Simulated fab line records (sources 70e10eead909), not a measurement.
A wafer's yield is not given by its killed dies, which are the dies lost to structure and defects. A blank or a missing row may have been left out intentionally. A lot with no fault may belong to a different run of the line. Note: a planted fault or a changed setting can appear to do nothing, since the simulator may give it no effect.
Chamber matching | flow nand_harc | 4 sister chambers for NHARC_A_CONTACT_DESCUM_74 on rie_diel-13
The step chemistry O2, time 3 s. 4 wafers are shown with their chamber, then 12 later ones without.

== EACH WAFER AND ITS CHAMBER ==
wafer  | chamber | drypump_motor_current_A (A)
L083.6 | 0       | 6.1
L086.3 | 3       | 5.3
L086.4 | 2       | 4.8
L086.6 | 1       | 6.1

== WAFERS WITHOUT THEIR CHAMBER ==
wafer  | drypump_motor_current_A (A)
L089.1 | 6.1
L089.3 | 6.1
L089.6 | 4.9
L092.1 | 6.1
L092.3 | 6.1
L092.6 | 5.3
L090.3 | 5.3
L090.4 | 6.1
L090.5 | 6.1
L097.3 | 6.1
L097.4 | 5.3
L097.6 | 4.8

== WHICH CHAMBER EACH WENT THROUGH ==
wafer  | from the rows above     | in truth
L089.1 | can't be placed: 0 or 1 | 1
L089.3 | can't be placed: 0 or 1 | 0
L089.6 | 2                       | 2
L092.1 | can't be placed: 0 or 1 | 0
L092.3 | can't be placed: 0 or 1 | 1
L092.6 | 3                       | 3
L090.3 | 3                       | 3
L090.4 | can't be placed: 0 or 1 | 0
L090.5 | can't be placed: 0 or 1 | 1
L097.3 | can't be placed: 0 or 1 | 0
L097.4 | 3                       | 3
L097.6 | 2                       | 2
Placed correctly: 5 of 12. From these rows, 7 cannot be placed; in 7 the true chamber is one of the candidates. Placed wrongly: 0.
How it was worked out, from the rows above alone: a wafer's distance from a chamber is the root of the sum, over the readings, of the square of ((its reading less the chamber's mean) divided by the reading's scatter). The wafer belongs to the nearest chamber; if the next one is less than 2 further off, it can't be placed. Each chamber's mean is taken over the wafers shown for it. The scatter: with one shown wafer a chamber, the root of the mean of the squares of how far each hidden wafer lies from its nearest shown one.
